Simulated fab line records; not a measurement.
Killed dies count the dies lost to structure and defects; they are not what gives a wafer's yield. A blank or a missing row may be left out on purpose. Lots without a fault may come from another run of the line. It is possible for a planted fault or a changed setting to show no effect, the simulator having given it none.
The tool behind it: which one? | flow nandHarc | 36 wafers from 12 lots sampled at 6 of the route's 1302 steps

== WHAT THE GAUGES SHOWED, per wafer ==
NHARC_P_CONTACT_CD_MEAS_12: the cd target is 90 nm.
lot  | measured     | on       | cdNm (nm)
L529 | day 6 06:26  | cdSem-01 | 88.3 88.0 88.5
L530 | day 6 14:37  | cdSem-03 | 90.6 89.6 89.9
L532 | day 7 13:17  | cdSem-03 | 89.8 89.4 89.3
L533 | day 7 23:02  | cdSem-02 | 88.9 89.6 89.7
L535 | day 8 20:40  | cdSem-02 | 88.8 88.2 88.6
L538 | day 10 07:52 | cdSem-03 | 89.6 89.6 89.0
L539 | day 10 15:38 | cdSem-03 | 88.7 87.9 88.8
L544 | day 12 12:50 | cdSem-01 | 89.5 89.4 90.1
L545 | day 12 22:33 | cdSem-03 | 89.7 88.4 89.2
L546 | day 13 13:25 | cdSem-01 | 86.0 86.9 85.9
L547 | day 14 01:02 | cdSem-02 | 86.3 86.0 87.3
L550 | day 15 06:58 | cdSem-03 | 89.3 90.2 89.7

NHARC_P_CONTACT_OVL_MEAS_13.
lot  | measured     | on         | overlayXNm (nm) | overlayYNm (nm)
L529 | day 6 06:32  | overlay-01 | 0.4 0.0 0.6     | -0.6 -0.1 -0.9
L530 | day 6 14:42  | overlay-01 | -0.3 0.4 -0.7   | -0.6 0.1 -0.4
L532 | day 7 13:22  | overlay-01 | -0.3 -0.4 -0.6  | 0.9 1.3 0.8
L533 | day 7 23:07  | overlay-02 | -0.2 0.4 0.4    | -0.3 -1.1 -0.9
L535 | day 8 20:46  | overlay-01 | -1.5 -0.5 -0.5  | 1.5 1.2 1.7
L538 | day 10 07:57 | overlay-01 | 0.9 0.7 0.2     | -0.4 0.0 -0.8
L539 | day 10 15:43 | overlay-01 | 1.3 1.0 1.1     | 0.0 0.4 0.1
L544 | day 12 12:55 | overlay-01 | 0.2 0.6 1.0     | -0.6 -0.2 -0.4
L545 | day 12 22:38 | overlay-02 | 0.2 0.5 0.5     | 0.2 0.0 0.2
L546 | day 13 13:31 | overlay-02 | -1.2 -1.3 -1.3  | 2.2 2.0 1.5
L547 | day 14 01:07 | overlay-01 | 0.8 1.5 0.9     | 0.2 0.1 0.2
L550 | day 15 07:03 | overlay-02 | 0.1 -0.4 -0.4   | 0.0 0.1 0.2

NHARC_END_SORT_01.
lot  | measured     | on        | killedAtArray | killedAtOther | killedAtPeriphery | killedDies | killedOpen | killedShort
L529 | day 24 10:11 | prober-01 | 73 74 70      | 0 0 0         | 3 3 6             | 76 77 76   | 2 5 1      | 0 2 4
L530 | day 25 18:33 | prober-01 | 39 36 50      | 0 0 0         | 1 2 4             | 40 38 54   | 2 2 4      | 1 3 2
L532 | day 25 19:19 | prober-02 | 98 98 61      | 2 2 3         | 2 1 2             | 102 101 66 | 6 4 3      | 1 1 4
L533 | day 26 10:02 | prober-02 | 84 76 82      | 2 1 1         | 0 1 2             | 86 78 85   | 5 1 3      | 2 2 1
L535 | day 27 03:35 | prober-01 | 35 27 20      | 0 0 2         | 2 4 4             | 37 31 26   | 5 2 1      | 2 4 3
L538 | day 28 18:43 | prober-02 | 33 47 42      | 2 3 1         | 5 4 1             | 40 54 44   | 3 3 1      | 1 0 4
L539 | day 29 09:03 | prober-01 | 35 43 42      | 3 2 0         | 7 5 8             | 45 50 50   | 5 6 5      | 5 5 4
L544 | day 31 01:37 | prober-02 | 72 93 99      | 0 0 1         | 9 4 7             | 81 97 107  | 2 1 2      | 0 0 3
L545 | day 31 23:28 | prober-02 | 43 53 58      | 1 0 0         | 5 4 7             | 49 57 65   | 4 4 6      | 2 4 4
L546 | day 32 01:07 | prober-01 | 25 30 37      | 2 0 2         | 7 5 8             | 34 35 47   | 4 3 6      | 3 3 4
L547 | day 32 18:07 | prober-01 | 73 94 70      | 0 1 1         | 4 0 0             | 77 95 71   | 4 2 3      | 2 4 1
L550 | day 33 15:13 | prober-02 | 46 64 56      | 0 0 0         | 3 1 4             | 49 65 60   | 3 2 4      | 1 1 3

== WHICH TOOL RAN EACH LOT (tool, then ch and the chambers of the sampled wafers, then the start) ==
lot  | NHARC_P_CONTACT_DEP_00                     | NHARC_P_CONTACT_PEB_10           | NHARC_P_CONTACT_ETCH_36
L529 | pecvd-02 ch 0,1, day 6 06:22 or earlier    | lithoTrack-06 ch 0, day 6 06:22  | rieDiel-11 ch 1,2,3, day 24 10:11 or earlier
L530 | pecvd-04 ch 0,2, day 6 14:32 or earlier    | lithoTrack-01 ch 0, day 6 14:32  | rieDiel-11 ch 0,2,3, day 25 18:33 or earlier
L532 | pecvd-02 ch 0,1, day 7 13:12 or earlier    | lithoTrack-04 ch 0, day 7 13:12  | rieDiel-01 ch 1,2,3, day 25 19:19 or earlier
L533 | pecvd-01 ch 0,1, day 7 22:56 or earlier    | lithoTrack-04 ch 0, day 7 22:56  | rieDiel-06 ch 0,2,3, day 26 10:02 or earlier
L535 | pecvd-04 ch 0,1,2, day 8 20:35 or earlier  | lithoTrack-06 ch 0, day 8 20:35  | rieDiel-06 ch 0,2, day 27 03:35 or earlier
L538 | pecvd-02 ch 0,1,2, day 10 07:47 or earlier | lithoTrack-04 ch 0, day 10 07:47 | rieDiel-11 ch 0,2,3, day 28 18:43 or earlier
L539 | pecvd-01 ch 0,1, day 10 15:33 or earlier   | lithoTrack-04 ch 0, day 10 15:33 | rieDiel-06 ch 0,1,3, day 29 09:03 or earlier
L544 | pecvd-02 ch 1,2, day 12 12:45 or earlier   | lithoTrack-01 ch 0, day 12 12:45 | rieDiel-11 ch 1,2,3, day 31 01:37 or earlier
L545 | pecvd-02 ch 0,2, day 12 22:28 or earlier   | lithoTrack-06 ch 0, day 12 22:28 | rieDiel-11 ch 0,1,2, day 31 23:28 or earlier
L546 | pecvd-04 ch 0,1,2, day 13 13:20 or earlier | lithoTrack-06 ch 0, day 13 13:20 | rieDiel-01 ch 0,2, day 32 01:07 or earlier
L547 | pecvd-02 ch 0,2, day 14 00:56 or earlier   | lithoTrack-06 ch 0, day 14 00:56 | rieDiel-01 ch 0,2,3, day 32 18:07 or earlier
L550 | pecvd-02 ch 0,1,2, day 15 06:53 or earlier | lithoTrack-01 ch 0, day 15 06:53 | rieDiel-01 ch 2,3, day 33 15:13 or earlier
- NHARC_P_CONTACT_DEP_00: deposits SiO2, target thk 500 nm.
- NHARC_P_CONTACT_PEB_10: peb time 65 s.
- NHARC_P_CONTACT_ETCH_36: etches the open film in N2/H2, target depth 260 nm, time 406.25 s.

== WHAT THE TOOLS THEMSELVES READ (means of the sampled wafers that have a number; where no wafer has one, the mark that the record gives instead) ==
NHARC_P_CONTACT_DEP_00.
lot  | tool     | heaterPowerW (W) | throttleValvePct (%)
L529 | pecvd-02 | 550              | 16.7
L530 | pecvd-04 | 520              | 15.7
L532 | pecvd-02 | 543              | 16.8
L533 | pecvd-01 | 640              | 16.2
L535 | pecvd-04 | 534              | 15.8
L538 | pecvd-02 | 572              | 15.9
L539 | pecvd-01 | 508              | 16.2
L544 | pecvd-02 | 574              | 15.5
L545 | pecvd-02 | 518              | 15.8
L546 | pecvd-04 | 561              | 16.0
L547 | pecvd-02 | 572              | 15.8
L550 | pecvd-02 | 498              | 16.0

NHARC_P_CONTACT_PEB_10.
lot  | tool          | heaterPowerTotalW (W)
L529 | lithoTrack-06 | 156.4
L530 | lithoTrack-01 | 156.4
L532 | lithoTrack-04 | 156.1
L533 | lithoTrack-04 | 156.9
L535 | lithoTrack-06 | 156.8
L538 | lithoTrack-04 | 156.5
L539 | lithoTrack-04 | 157.0
L544 | lithoTrack-01 | 156.8
L545 | lithoTrack-06 | 156.3
L546 | lithoTrack-06 | 162.0
L547 | lithoTrack-06 | 162.3
L550 | lithoTrack-01 | 156.6

NHARC_P_CONTACT_ETCH_36.
lot  | tool       | chamberPressureMTorr (mTorr) | drypumpMotorCurrentA (A) | oesProductAu (a.u.) | rfVppV (V) | showerheadPlenumPTorr (Torr) | throttleValvePct (%)
L529 | rieDiel-11 | 30.015                       | 6.2                      | 1.002               | 430.9      | 2.09                         | 14.174
L530 | rieDiel-11 | 29.982                       | 6.0                      | 1.000               | 431.7      | 2.08                         | 14.171
L532 | rieDiel-01 | 30.000                       | 5.8                      | 0.995               | 431.6      | 2.08                         | 14.170
L533 | rieDiel-06 | 29.996                       | 6.0                      | 0.995               | 432.1      | 2.08                         | 14.170
L535 | rieDiel-06 | 29.993                       | 5.7                      | 0.988               | 433.0      | 2.13                         | 14.176
L538 | rieDiel-11 | 30.019                       | 6.0                      | 0.996               | 430.8      | 2.08                         | 14.173
L539 | rieDiel-06 | 29.978                       | 5.8                      | 0.985               | 430.8      | 2.05                         | 14.179
L544 | rieDiel-11 | 30.002                       | 6.2                      | 0.986               | 431.5      | 2.09                         | 14.172
L545 | rieDiel-11 | 30.005                       | 6.2                      | 0.994               | 429.1      | 2.01                         | 14.175
L546 | rieDiel-01 | 30.010                       | 5.7                      | 1.011               | 430.6      | 2.03                         | 14.170
L547 | rieDiel-01 | 30.016                       | 5.6                      | 1.000               | 430.4      | 2.01                         | 14.165
L550 | rieDiel-01 | 30.006                       | 5.5                      | 0.995               | 431.4      | 2.06                         | 14.172

== THE ANSWER, worked out from the rows above alone ==
Rule: the usual values come from the lots themselves. Put in order of their means at a reading, lots are off if they are a third of the lots or fewer, leave a main group of 4 or more, and stand apart from it by a gap of 3 or more times the standard deviation of the main group's means; of several such gaps the widest counts. A main group whose means are all the same, to the digits that the tables above print for the reading, isn't used. A lot without any number at a reading at which 4 lots or more have one is off too. Where the step has rows for the other lots, those lots are counted as sound. After the gauges, taken in route order, come the tools' own readings; for these a lot's mean is taken, as printed above. At the first step where some lot is off, the reading lying furthest off is the one used; lots without a number count as furthest.
Off: L546, L547 (NHARC_P_CONTACT_CD_MEAS_12, cdNm). The main group: mean 89.2 nm, standard deviation 0.57.
If a tool, at a process step before that reading, ran all the lots that are off and no sound lot after the first of them, it fits. The gauges at NHARC_P_CONTACT_CD_MEAS_12 aren't tried: what is off there is off at NHARC_P_CONTACT_PEB_10 too, on other tools, and a gauge's error can't cause that. Because NHARC_P_CONTACT_DEP_00 lacks a start for some lots, the hours and order of its lots are taken from NHARC_P_CONTACT_PEB_10. One fits: NHARC_P_CONTACT_PEB_10 on lithoTrack-06. Its last sound lot is L545 (day 12 22:28), its first lot that is off L546 (day 13 13:20): a fault that began between those two fits.
On the lots that are off, the tool's own readings at NHARC_P_CONTACT_PEB_10 differ by more than 5 times the standard deviation of the sound lots' means, which bears it out; heaterPowerTotalW reads 162.2 W there versus 156.6 W on the sound lots.

== WHAT THE SIMULATOR HAD PUT IN ==
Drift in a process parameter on lithoTrack-06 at NHARC_P_CONTACT_PEB_10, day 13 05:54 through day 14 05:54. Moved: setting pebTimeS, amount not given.
Shown lots that were struck: L546, L547. Same finding as the rule above.
